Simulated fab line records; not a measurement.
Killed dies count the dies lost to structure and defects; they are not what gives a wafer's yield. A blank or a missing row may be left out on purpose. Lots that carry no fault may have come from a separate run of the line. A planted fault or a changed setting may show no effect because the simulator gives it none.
fab line records | flow n5-finfet
record: lots: 5 | wafers: 15 | last-day: 19
route steps=1938 shown BEOL_M15@1801 PASSIVATION@1936
lots with no fault: from the same line, run without faults
start-h: the number of hours between the record's first day and the start of the first shown wafer of the lot | wait-h: hours since the lot's step before | " as in the row above | L1.1+2: a single row standing in for several wafers | - either no value or no given start | * or withheld: withheld | < > ~ a bound
route shown NAME@n: names a module that has steps shown in the file, with the first one's number in the route | usual: the fault-free wafers' mean and standard deviation | same: alike in all rows | chamber/n: place in a boat | sites: readings site by site | _std_site: standard deviation across them | _edge_site: mean of outer sites minus mean of inner sites | radius-mm: how far each site lies from the wafer's centre | mask NAME#n: copy n | behind: the last tool/chamber to shape the wafer | hold: why the lot was held/for how many hours/how that ended | device: names the non-switching transistor (n, p or np) | end of line: at the end of the route, the tests of the same wafers | a step given without rows: its recipe and nothing more | killed: dies that structure and defects cost at the first sort, which is not the same as the wafer's yield | map: shows each die of a wafer: x if killed, . if not, _ if none is there
set.NAME: the setting as run; set.NAME@STEP: as run at that earlier step | model.NAME: the simulator's own value behind a step, which no gauge read
certain route steps with their lots: each step a table, each wafer a row
services: when a tool's chamber went out of use (start-h, in hours from the record's first day, below 0 if earlier), for how many hours, and the reason
== steps ==
step: N5_BEOL_M15_PEB_26
recipe: peb-temp-c: 130 | peb-time-s: 90
step: N5_BEOL_M15_DEVELOP_27
recipe: develop-time-s: 45 | rinse-liquid: diw | dry: air-spin | dev-temp-c: 21
step: N5_BEOL_M15_HARDBAKE_32
recipe: temp-c: 130 | time-s: 120
step: N5_BEOL_M15_CD_MEAS_28
recipe: target-cd-nm: 407.6 | landing-energy-ev: 500 | detector: se-inlens
usual: cd-nm: 406.5/1.6
same: landing-energy-ev: 500
lot.wafer | tool      | chamber | start-h | wait-h | cd-nm
L283.1    | cd-sem-03 | 0       | 277.89  | -      | 406.6
L283.4    | "         | 0       | "       | "      | 407.6
L283.6    | "         | 0       | "       | "      | 407.4
L291.2    | cd-sem-02 | 0       | 338.96  | -      | 409.4
L291.5    | "         | 0       | "       | "      | 407.8
L291.6    | "         | 0       | "       | "      | 409.7
L292.2    | cd-sem-01 | 0       | 342.38  | -      | 406.2
L292.4    | "         | 0       | "       | "      | 407.4
L292.6    | "         | 0       | "       | "      | 406.6
L297.1    | cd-sem-02 | 0       | 372.96  | -      | 407.0
L297.4    | "         | 0       | "       | "      | 405.7
L297.6    | "         | 0       | "       | "      | 406.8
L306.1    | cd-sem-01 | 0       | 427.18  | -      | 407.0
L306.4    | "         | 0       | "       | "      | 407.8
L306.6    | "         | 0       | "       | "      | 406.6
step: N5_BEOL_M15_OVL_MEAS_29
recipe: points-per-wafer: 44
usual: M15_OVL: 2/5.3
lot.wafer | tool       | chamber | start-h | wait-h | M15_OVL[nm]
L283.1    | overlay-01 | 0       | 277.92  | 0.0    | 0
L283.4    | "          | 0       | "       | "      | -3
L283.6    | "          | 0       | "       | "      | 7
L291.2    | overlay-02 | 0       | 338.99  | 0.0    | 7
L291.5    | "          | 0       | "       | "      | 4
L291.6    | "          | 0       | "       | "      | 8
L292.2    | overlay-01 | 0       | 342.41  | 0.0    | -8
L292.4    | "          | 0       | "       | "      | 5
L292.6    | "          | 0       | "       | "      | 1
L297.1    | overlay-02 | 0       | 372.99  | 0.0    | 17
L297.4    | "          | 0       | "       | "      | 11
L297.6    | "          | 0       | "       | "      | 4
L306.1    | overlay-02 | 0       | 427.21  | 0.0    | 2
L306.4    | "          | 0       | "       | "      | 9
L306.6    | "          | 0       | "       | "      | 0
step: N5_BEOL_M15_INSPECT_30
recipe: mode: adi | inspect-instrument: macro
usual: raw-defect-count: 2.0/1.5
lot.wafer | tool              | chamber | start-h | wait-h | raw-defect-count
L283.1    | defect-inspect-02 | -       | 277.95  | 0.0    | 1
L283.4    | "                 | -       | "       | "      | 0
L283.6    | "                 | -       | "       | "      | 0
L291.2    | defect-inspect-02 | -       | 339.01  | 0.0    | 1
L291.5    | "                 | -       | "       | "      | 3
L291.6    | "                 | -       | "       | "      | 5
L292.2    | defect-inspect-01 | -       | 342.43  | 0.0    | 2
L292.4    | "                 | -       | "       | "      | 1
L292.6    | "                 | -       | "       | "      | 1
L297.1    | defect-inspect-02 | -       | 373.02  | 0.0    | 3
L297.4    | "                 | -       | "       | "      | 0
L297.6    | "                 | -       | "       | "      | 4
L306.1    | defect-inspect-02 | -       | 427.24  | 0.0    | 5
L306.4    | "                 | -       | "       | "      | 3
L306.6    | "                 | -       | "       | "      | 2
step: N5_BEOL_M15_DESCUM_33
recipe: chemistry: O2 | time-s: 7.9 | source-power-w: 50 | bias-power-w: 20 | pressure-mtorr: 20 | rf-frequency-hz: 2.712e+07 | temp-c: 40 | o2-flow-sccm: 225
usual: chamber-pressure-mTorr: 20.000/0.017 | drypump-motor-current-A: 5.8/0.55 | oes-product-au: 0.81/0.072 | rf-vpp-V: 243.4/1.4 | showerhead-plenum-p-Torr: 2.11/0.072 | throttle-valve-pct: 20.41/0.17
lot.wafer | tool        | chamber | start-h | wait-h | chamber-pressure-mTorr | drypump-motor-current-A | oes-product-au | rf-hours-counter-h | rf-vpp-V | showerhead-plenum-p-Torr | throttle-valve-pct
L283.1    | rie-diel-01 | 0       | 278.02  | 0.1    | 20.001                 | 5.4                     | 0.80           | 101                | 243.1    | 2.11                     | 20.30
L283.4    | "           | 3       | "       | "      | 20.008                 | 5.4                     | 0.87           | 31                 | 241.6    | 2.05                     | 20.08
L283.6    | "           | 3       | "       | "      | 20.012                 | 5.4                     | 0.87           | -                  | 240.8    | 2.05                     | 20.09
L291.2    | rie-diel-04 | 2       | 339.04  | 0.0    | 20.006                 | 6.2                     | 0.73           | 176                | 242.8    | 2.01                     | 20.71
L291.5    | "           | 0       | "       | "      | 19.972                 | 5.3                     | 0.87           | -                  | 244.8    | 2.22                     | 20.30
L291.6    | "           | 1       | "       | "      | 19.979                 | 5.9                     | 0.73           | -                  | 244.2    | 2.16                     | 20.55
L292.2    | rie-diel-04 | 3       | 342.47  | 0.0    | 19.978                 | 5.8                     | 0.84           | 73                 | 242.3    | 2.12                     | 20.34
L292.4    | "           | 2       | "       | "      | 20.011                 | 6.2                     | 0.72           | 177                | 241.7    | 2.01                     | 20.69
L292.6    | "           | 0       | "       | "      | 19.984                 | 5.4                     | 0.86           | -                  | 245.4    | 2.22                     | 20.28
L297.1    | rie-diel-06 | 2       | 373.05  | 0.0    | 20.009                 | 6.6                     | 0.83           | 70                 | 243.7    | 2.11                     | 20.45
L297.4    | "           | 3       | "       | "      | 19.962                 | 5.1                     | 0.96           | -                  | 245.1    | 2.23                     | 20.49
L297.6    | "           | 0       | "       | "      | 20.034                 | 6.3                     | 0.82           | -                  | 243.6    | 2.11                     | 20.28
L306.1    | rie-diel-06 | 3       | 427.27  | 0.0    | 20.014                 | 5.1                     | 0.93           | 23                 | 245.6    | 2.23                     | 20.48
L306.4    | "           | 1       | "       | "      | 19.994                 | 4.9                     | 0.93           | 16                 | 243.1    | 2.06                     | 20.24
L306.6    | "           | 0       | "       | "      | 19.980                 | 6.2                     | 0.81           | -                  | 241.9    | 2.11                     | 20.29
step: N5_BEOL_M15_ETCH_61
recipe: chemistry: N2/H2 | target: BARC | target-depth-a: 890 | overetch-a: 267 | time-s: 67.9 | ion-energy-ev: 200 | pressure-mtorr: 30 | source-w: 840 | bias-w: 150 | n2-flow-sccm: 200 | h2-flow-sccm: 200
usual: chamber-pressure-mTorr: 30.001/0.027 | drypump-motor-current-A: 5.8/0.55 | oes-product-au: 0.69/0.059 | rf-vpp-V: 524.4/2.6 | showerhead-plenum-p-Torr: 2.56/0.09 | throttle-valve-pct: 17.87/0.19
lot.wafer | tool        | chamber | start-h | wait-h | chamber-pressure-mTorr | drypump-motor-current-A | oes-product-au | rf-hours-counter-h | rf-vpp-V | showerhead-plenum-p-Torr | throttle-valve-pct
L283.1    | rie-diel-01 | 0       | 278.05  | 0.0    | 30.064                 | 5.5                     | 0.69           | 101                | 523.8    | 2.57                     | 17.79
L283.4    | "           | 3       | "       | "      | 29.976                 | 5.4                     | 0.74           | 31                 | 521.8    | 2.48                     | 17.51
L283.6    | "           | 3       | "       | "      | 30.040                 | 5.4                     | 0.74           | -                  | 521.0    | 2.48                     | 17.49
L291.2    | rie-diel-04 | 2       | 339.08  | 0.0    | 30.012                 | 6.2                     | 0.63           | 176                | 520.5    | 2.43                     | 18.19
L291.5    | "           | 0       | "       | "      | 30.002                 | 5.4                     | 0.74           | -                  | 527.0    | 2.69                     | 17.70
L291.6    | "           | 1       | "       | "      | 30.028                 | 5.9                     | 0.62           | -                  | 525.8    | 2.63                     | 18.04
L292.2    | rie-diel-04 | 3       | 342.50  | 0.0    | 29.988                 | 5.9                     | 0.71           | 73                 | 524.5    | 2.57                     | 17.74
L292.4    | "           | 2       | "       | "      | 29.994                 | 6.2                     | 0.62           | 177                | 520.1    | 2.43                     | 18.18
L292.6    | "           | 0       | "       | "      | 30.008                 | 5.4                     | 0.74           | -                  | 528.8    | 2.69                     | 17.69
L297.1    | rie-diel-06 | 2       | 373.08  | 0.0    | 29.986                 | 6.6                     | 0.72           | 70                 | 525.5    | 2.57                     | 18.02
L297.4    | "           | 3       | "       | "      | 29.955                 | 5.1                     | 0.81           | -                  | 528.8    | 2.71                     | 17.92
L297.6    | "           | 0       | "       | "      | 29.995                 | 6.3                     | 0.70           | -                  | 525.0    | 2.57                     | 17.80
L306.1    | rie-diel-06 | 3       | 427.31  | 0.0    | 30.053                 | 5.1                     | 0.77           | 23                 | 528.1    | 2.71                     | 17.94
L306.4    | "           | 1       | "       | "      | 30.013                 | 4.9                     | 0.78           | 16                 | 523.0    | 2.49                     | 17.57
L306.6    | "           | 0       | "       | "      | 29.999                 | 6.3                     | 0.68           | -                  | 524.3    | 2.57                     | 17.84
step: N5_BEOL_M15_TRENCH_ETCH_34
recipe: chemistry: C4F8/O2/Ar | target: SiO2 | target-depth-a: 8729.3 | he-inner-torr: 15 | he-outer-torr: 30 | time-s: 199 | ion-energy-ev: 800 | pressure-mtorr: 20 | source-w: 1905 | bias-w: 2040 | Ar_flow_sccm: 400 | C4F8_flow_sccm: 16 | O2_flow_sccm: 12
usual: C4F8_flow_sccm: 16.01/0.049 | chamber-pressure-mTorr: 19.998/0.016 | drypump-motor-current-A: 5.8/0.56 | mfc-ar-sccm: 400.1/1.2 | oes_o_777_au: 0.81/0.067 | oes-product-au: 0.81/0.072 | rf-vpp-V: 2231/18 | showerhead-plenum-p-Torr: 3.47/0.11 | throttle-valve-pct: 30.91/0.17
lot.wafer | tool        | chamber | start-h | wait-h | C4F8_flow_sccm | chamber-pressure-mTorr | drypump-motor-current-A | mfc-ar-sccm | oes_o_777_au | oes-product-au | rf-hours-counter-h | rf-vpp-V | showerhead-plenum-p-Torr | throttle-valve-pct
L283.1    | rie-diel-01 | 0       | 278.11  | 0.0    | 16.01          | 19.997                 | 5.4                     | 397.0       | 0.81         | 0.80           | 102                | 2209     | 3.47                     | 30.74
L283.4    | "           | 3       | "       | "      | 16.08          | 19.987                 | 5.4                     | 400.3       | 0.87         | 0.88           | 31                 | 2216     | 3.38                     | 30.70
L283.6    | "           | 3       | "       | "      | 16.05          | 19.988                 | 5.4                     | 401.4       | 0.88         | 0.88           | -                  | 2216     | 3.38                     | 30.68
L291.2    | rie-diel-04 | 2       | 339.13  | 0.0    | 16.09          | 19.989                 | 6.2                     | 398.4       | 0.74         | 0.73           | 176                | 2234     | 3.31                     | 31.16
L291.5    | "           | 0       | "       | "      | 16.00          | 20.019                 | 5.3                     | 400.7       | 0.88         | 0.87           | -                  | 2237     | 3.63                     | 30.76
L291.6    | "           | 1       | "       | "      | 16.00          | 19.991                 | 5.9                     | 399.7       | 0.72         | 0.73           | -                  | 2232     | 3.56                     | 31.08
L292.2    | rie-diel-04 | 3       | 342.55  | 0.0    | 16.10          | 19.989                 | 5.9                     | 400.9       | 0.84         | 0.83           | 73                 | 2241     | 3.47                     | 30.76
L292.4    | "           | 2       | "       | "      | 16.05          | 20.004                 | 6.2                     | 400.6       | 0.74         | 0.72           | 177                | 2235     | 3.31                     | 31.14
L292.6    | "           | 0       | "       | "      | 16.01          | 20.020                 | 5.3                     | 401.1       | 0.87         | 0.86           | -                  | 2238     | 3.63                     | 30.75
L297.1    | rie-diel-06 | 2       | 373.14  | 0.0    | 16.02          | 19.998                 | 6.6                     | 399.4       | 0.82         | 0.83           | 70                 | 2256     | 3.48                     | 31.08
L297.4    | "           | 3       | "       | "      | 15.91          | 19.963                 | 5.1                     | 401.2       | 0.92         | 0.96           | -                  | 2257     | 3.65                     | 31.04
L297.6    | "           | 0       | "       | "      | 16.05          | 20.008                 | 6.3                     | 399.2       | 0.81         | 0.82           | -                  | 2219     | 3.48                     | 30.83
L306.1    | rie-diel-06 | 3       | 427.36  | 0.0    | 15.97          | 20.006                 | 5.1                     | 400.8       | 0.89         | 0.92           | 23                 | 2255     | 3.64                     | 31.07
L306.4    | "           | 1       | "       | "      | 15.98          | 19.990                 | 4.9                     | 399.2       | 0.92         | 0.93           | 16                 | 2254     | 3.38                     | 30.70
L306.6    | "           | 0       | "       | "      | 16.04          | 20.007                 | 6.2                     | 401.1       | 0.79         | 0.80           | -                  | 2218     | 3.47                     | 30.85
step: N5_BEOL_M15_STRIP_36
recipe: chemistry: O2 | power-w: 600 | temp-c: 60 | pressure-mtorr: 30 | rf-frequency-hz: 6e+07 | bias-power-w: 0 | overash-fraction: 0.3 | o2-flow-sccm: 225
step: N5_BEOL_M15_STRIP_62
recipe: chemistry: O2 | power-w: 600 | temp-c: 60 | pressure-mtorr: 30 | rf-frequency-hz: 6e+07 | bias-power-w: 0 | overash-fraction: 0.3 | o2-flow-sccm: 225
usual: chamber-pressure-mTorr: 30.003/0.029 | drypump-motor-current-A: 5.7/0.59 | oes-product-au: 0.80/0.078 | rf-vpp-V: 3.7/0.45 | showerhead-plenum-p-Torr: 2.10/0.069 | throttle-valve-pct: 16.67/0.19
lot.wafer | tool        | chamber | start-h | wait-h | chamber-pressure-mTorr | drypump-motor-current-A | oes-product-au | rf-hours-counter-h | rf-vpp-V | showerhead-plenum-p-Torr | throttle-valve-pct
L283.1    | rie-diel-06 | 0       | -       | -      | 30.005                 | 6.3                     | 0.86           | 57                 | 3.3      | 2.13                     | 16.42
L283.4    | "           | 2       | "       | "      | 29.989                 | 6.6                     | 0.88           | 38                 | 4.1      | 2.13                     | 16.62
L283.6    | "           | 1       | "       | "      | 30.028                 | 5.0                     | 0.71           | -                  | 3.0      | 2.08                     | 16.84
L291.2    | rie-diel-01 | 3       | -       | -      | 30.050                 | 5.4                     | 0.83           | 50                 | 4.1      | 2.04                     | 16.35
L291.5    | "           | 3       | "       | "      | 29.983                 | 5.3                     | 0.84           | -                  | 3.2      | 2.04                     | 16.34
L291.6    | "           | 0       | "       | "      | 29.944                 | 5.5                     | 0.78           | -                  | 4.1      | 2.11                     | 16.59
L292.2    | rie-diel-06 | 1       | -       | -      | 30.018                 | 4.9                     | 0.70           | 248                | 3.9      | 2.07                     | 16.86
L292.4    | "           | 0       | "       | "      | 30.044                 | 6.3                     | 0.84           | -                  | 3.8      | 2.12                     | 16.47
L292.6    | "           | 2       | "       | "      | 29.960                 | 6.6                     | 0.85           | -                  | 3.3      | 2.12                     | 16.65
L297.1    | rie-diel-01 | 3       | -       | -      | 29.962                 | 5.4                     | 0.82           | 60                 | 4.7      | 2.04                     | 16.36
L297.4    | "           | 3       | "       | "      | 30.007                 | 5.4                     | 0.82           | -                  | 3.8      | 2.04                     | 16.36
L297.6    | "           | 0       | "       | "      | 29.978                 | 5.4                     | 0.77           | -                  | 3.3      | 2.11                     | 16.62
L306.1    | rie-diel-06 | 1       | -       | -      | 30.017                 | 4.9                     | 0.94           | 16                 | 3.6      | 2.06                     | 16.42
L306.4    | "           | 2       | "       | "      | 30.001                 | 6.6                     | 0.82           | 89                 | 3.9      | 2.11                     | 16.72
L306.6    | "           | 1       | "       | "      | 29.954                 | 5.0                     | 0.95           | -                  | 4.1      | 2.06                     | 16.42
step: N5_BEOL_M15_STRIP_37
recipe: chemistry: O2 | power-w: 600 | temp-c: 60 | pressure-mtorr: 30 | rf-frequency-hz: 6e+07 | bias-power-w: 0 | overash-fraction: 0.3 | o2-flow-sccm: 225
usual: chamber-pressure-mTorr: 30.00/0.037 | drypump-motor-current-A: 5.7/0.59 | oes-product-au: 0.80/0.079 | rf-vpp-V: 3.7/0.66 | showerhead-plenum-p-Torr: 2.10/0.069 | throttle-valve-pct: 16.67/0.19
lot.wafer | tool        | chamber | start-h | wait-h | chamber-pressure-mTorr | drypump-motor-current-A | oes-product-au | rf-hours-counter-h | rf-vpp-V | showerhead-plenum-p-Torr | throttle-valve-pct
L283.1    | rie-diel-06 | 0       | 280.73  | -      | 29.93                  | 6.2                     | 0.86           | 57                 | 4.4      | 2.13                     | 16.44
L283.4    | "           | 2       | "       | "      | 29.98                  | 6.6                     | 0.90           | 38                 | 3.7      | 2.13                     | 16.62
L283.6    | "           | 1       | "       | "      | 30.01                  | 4.9                     | 0.72           | -                  | 3.8      | 2.08                     | 16.82
L291.2    | rie-diel-01 | 3       | 339.92  | -      | 30.00                  | 5.4                     | 0.83           | 50                 | 3.7      | 2.05                     | 16.35
L291.5    | "           | 3       | "       | "      | 29.93                  | 5.4                     | 0.84           | -                  | 3.8      | 2.04                     | 16.33
L291.6    | "           | 0       | "       | "      | 30.02                  | 5.4                     | 0.78           | -                  | 3.4      | 2.11                     | 16.58
L292.2    | rie-diel-06 | 1       | 344.21  | -      | 21.02                  | 4.9                     | 0.70           | 248                | 5.3      | 2.07                     | 16.86
L292.4    | "           | 0       | "       | "      | 29.94                  | 6.2                     | 0.83           | -                  | 3.7      | 2.12                     | 16.46
L292.6    | "           | 2       | "       | "      | 30.02                  | 6.6                     | 0.86           | -                  | 3.3      | 2.12                     | 16.66
L297.1    | rie-diel-01 | 3       | 375.71  | -      | 30.07                  | 5.4                     | 0.83           | 60                 | 3.8      | 2.04                     | 16.37
L297.4    | "           | 3       | "       | "      | 29.95                  | 5.4                     | 0.82           | -                  | 3.5      | 2.04                     | 16.36
L297.6    | "           | 0       | "       | "      | 30.03                  | 5.4                     | 0.78           | -                  | 2.6      | 2.11                     | 16.60
L306.1    | rie-diel-06 | 1       | 428.31  | -      | 29.98                  | 4.9                     | 0.94           | 16                 | 3.5      | 2.06                     | 16.42
L306.4    | "           | 2       | "       | "      | 30.02                  | 6.6                     | 0.82           | 89                 | 3.7      | 2.11                     | 16.73
L306.6    | "           | 1       | "       | "      | 30.01                  | 5.0                     | 0.94           | -                  | 3.0      | 2.06                     | 16.41
step: N5_BEOL_M15_ETCH_38
recipe: chemistry: CF4/N2 | target: SiCN | target-depth-a: 1064 | taper-deg: 2 | time-s: 120.5 | ion-energy-ev: 150 | mask-material: SiO2 | pressure-mtorr: 40 | source-w: 430 | bias-w: 70 | Ar_flow_sccm: 100 | cf4-flow-sccm: 60 | n2-flow-sccm: 60
usual: chamber-pressure-mTorr: 40.00/0.036 | drypump-motor-current-A: 5.7/0.59 | mfc-ar-sccm: 99.94/0.28 | oes-product-au: 0.80/0.076 | rf-vpp-V: 382.4/1.9 | showerhead-plenum-p-Torr: 2.21/0.071 | throttle-valve-pct: 15.43/0.2
lot.wafer | tool        | chamber | start-h | wait-h | chamber-pressure-mTorr | drypump-motor-current-A | mfc-ar-sccm | oes-product-au | rf-hours-counter-h | rf-vpp-V | showerhead-plenum-p-Torr | throttle-valve-pct
L283.1    | rie-diel-06 | 0       | -       | -      | 40.02                  | 6.2                     | 99.84       | 0.86           | 57                 | 382.3    | 2.24                     | 15.21
L283.4    | "           | 2       | "       | "      | 39.95                  | 6.6                     | 100.09      | 0.88           | 38                 | 383.9    | 2.25                     | 15.43
L283.6    | "           | 1       | "       | "      | 40.04                  | 5.0                     | 99.73       | 0.70           | -                  | 381.3    | 2.18                     | 15.58
L291.2    | rie-diel-01 | 3       | -       | -      | 40.04                  | 5.4                     | 100.03      | 0.84           | 50                 | 381.6    | 2.16                     | 15.11
L291.5    | "           | 3       | "       | "      | 40.00                  | 5.4                     | 100.09      | 0.84           | -                  | 382.4    | 2.16                     | 15.12
L291.6    | "           | 0       | "       | "      | 40.05                  | 5.4                     | 100.03      | 0.78           | -                  | 382.4    | 2.22                     | 15.39
L292.2    | rie-diel-06 | 1       | -       | -      | 39.97                  | 4.9                     | 99.89       | 0.70           | 248                | 382.9    | 2.17                     | 15.59
L292.4    | "           | 0       | "       | "      | 40.01                  | 6.3                     | 100.26      | 0.83           | -                  | 384.1    | 2.24                     | 15.27
L292.6    | "           | 2       | "       | "      | 39.95                  | 6.6                     | 99.88       | 0.86           | -                  | 382.9    | 2.24                     | 15.45
L297.1    | rie-diel-01 | 3       | -       | -      | 39.97                  | 5.4                     | 99.62       | 0.83           | 60                 | 381.1    | 2.15                     | 15.12
L297.4    | "           | 3       | "       | "      | 40.04                  | 5.3                     | 99.94       | 0.83           | -                  | 381.1    | 2.15                     | 15.13
L297.6    | "           | 0       | "       | "      | 39.99                  | 5.4                     | 100.01      | 0.78           | -                  | 382.9    | 2.22                     | 15.39
L306.1    | rie-diel-06 | 1       | -       | -      | 40.00                  | 5.0                     | 100.07      | 0.93           | 16                 | 380.1    | 2.16                     | 15.11
L306.4    | "           | 2       | "       | "      | 39.88                  | 6.6                     | 99.84       | 0.81           | 89                 | 383.3    | 2.23                     | 15.52
L306.6    | "           | 1       | "       | "      | 40.02                  | 5.0                     | 100.11      | 0.92           | -                  | 382.0    | 2.16                     | 15.14
step: N5_PASSIVATION_PROBE_49
usual: defect-limited-yield: 91.5/1.3 | killed_at_M0_to_M3: 33/10 | killed_at_M4_up: 13/4 | killed-at-contacts: 12/6.3 | killed-at-front-end: 39/11 | killed-at-other: 3.4/2.6 | killed-dies: 100/15 | killed-open: 65/11 | killed-short: 34/7.8 | sort_bin_5_function: 5.0/0.89 | sort_bin_6_memory: 3.2/0.58 | sort-n-pass: 1080/15 | sort-yield-pct: 91.5/1.3
same: gross-dies: 1180 | killed-at-back-side: 0 | sort_bin_4_leakage[%]: 0 | sort_bin_8_speed[%]: 0
lot.wafer | tool      | chamber | start-h | wait-h | defect-limited-yield[%] | killed_at_M0_to_M3 | killed_at_M4_up | killed-at-contacts | killed-at-front-end | killed-at-other | killed-dies | killed-open | killed-short | sort_bin_5_function[%] | sort_bin_6_memory[%] | sort-n-pass | sort-yield-pct[%]
L297.1    | prober-01 | -       | 392.46  | 0.0    | 90.5                    | 49                 | 9               | 12                 | 41                  | 1               | 112         | 63          | 47           | 5.4                    | 3.4                  | 1068        | 90.5
L297.4    | prober-01 | -       | 392.61  | 0.2    | 89.2                    | 29                 | 16              | 12                 | 65                  | 5               | 127         | 73          | 49           | 6.9                    | 3.5                  | 1053        | 89.2
L297.6    | prober-01 | -       | 392.71  | 0.3    | 89.1                    | 37                 | 13              | 7                  | 69                  | 3               | 129         | 84          | 43           | 7.0                    | 3.2                  | 1051        | 89.1
killed by level:class
L297.1 BEOL_M0_SAQP:geometric-particle:short=17 STI_FIN_REVEAL:geometric-particle:open=14 BEOL_M0_SAQP:geometric-particle:open=12 BEOL_M3:geometric-particle:open=10 MOL_CONTACT_COAG:geometric-particle:open=9 FIN_SAQP:geometric-particle:short=8 BEOL_M2:geometric-particle:open=4 DUMMY_GATE:geometric-particle:open=4
L297.4 FIN_SAQP:geometric-particle:open=16 BEOL_M0_SAQP:geometric-particle:short=16 FIN_SAQP:geometric-particle:short=15 STI_FIN_REVEAL:geometric-particle:open=12 MOL_CONTACT_COAG:geometric-particle:open=11 STARTING-WAFER:geometric-particle:open=6 DUMMY_GATE:geometric-particle:open=6 BEOL_M4:geometric-particle:open=5
L297.6 STI_FIN_REVEAL:geometric-particle:open=23 BEOL_M0_SAQP:geometric-particle:short=11 FIN_SAQP:geometric-particle:open=10 FIN_SAQP:geometric-particle:short=10 DUMMY_GATE:geometric-particle:open=7 BEOL_M0_SAQP:geometric-particle:open=7 BEOL_M4:geometric-particle:open=6 MOL_CONTACT_COAG:geometric-particle:open=5
== services ==
tool        | chamber | start-h | hours | kind
rie-diel-04 | 2       | 255.92  | 2.1   | repair
rie-diel-01 | 3       | 261.33  | 9.2   | repair
rie-diel-01 | -       | 326.60  | 0.4   | repair
rie-diel-06 | 3       | 333.41  | 3.6   | repair
rie-diel-06 | 3       | 337.04  | -     | clean
rie-diel-06 | 3       | 337.04  | -     | consumable-replace:focus-ring
rie-diel-06 | 3       | 337.04  | -     | consumable-replace:showerhead
rie-diel-06 | 3       | 337.04  | 15.9  | scheduled-down
rie-diel-06 | 3       | 337.04  | 15.9  | vent-cycle
rie-diel-01 | -       | 344.99  | 2.8   | pm
rie-diel-06 | 1       | 353.26  | -     | clean
rie-diel-06 | 1       | 353.26  | -     | consumable-replace:focus-ring
rie-diel-06 | 1       | 353.26  | 20.5  | scheduled-down
rie-diel-06 | 1       | 353.26  | 20.5  | vent-cycle
rie-diel-01 | 1       | 375.05  | 1.9   | repair
rie-diel-06 | 3       | 387.37  | 2.9   | repair
== key ==
first-sign: step: N5_BEOL_M15_STRIP_37 | reading: chamber-pressure-mTorr | direction: down | sigmas: 99+ | usual: * | struck: *
effect none on later readings
met-at N5_BEOL_M15_STRIP_37
struck-wafers L292.2
onset-between 280.73 344.21
fault: kind: process-parameter-drift | tool: rie-diel-06 | chamber: 1 | onset-h: 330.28 | steps: N5_BEOL_M15_STRIP_37 | channel: pressure-mtorr | offset: * | shape: step | end-h: 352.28 | acts-in: * | stated: *
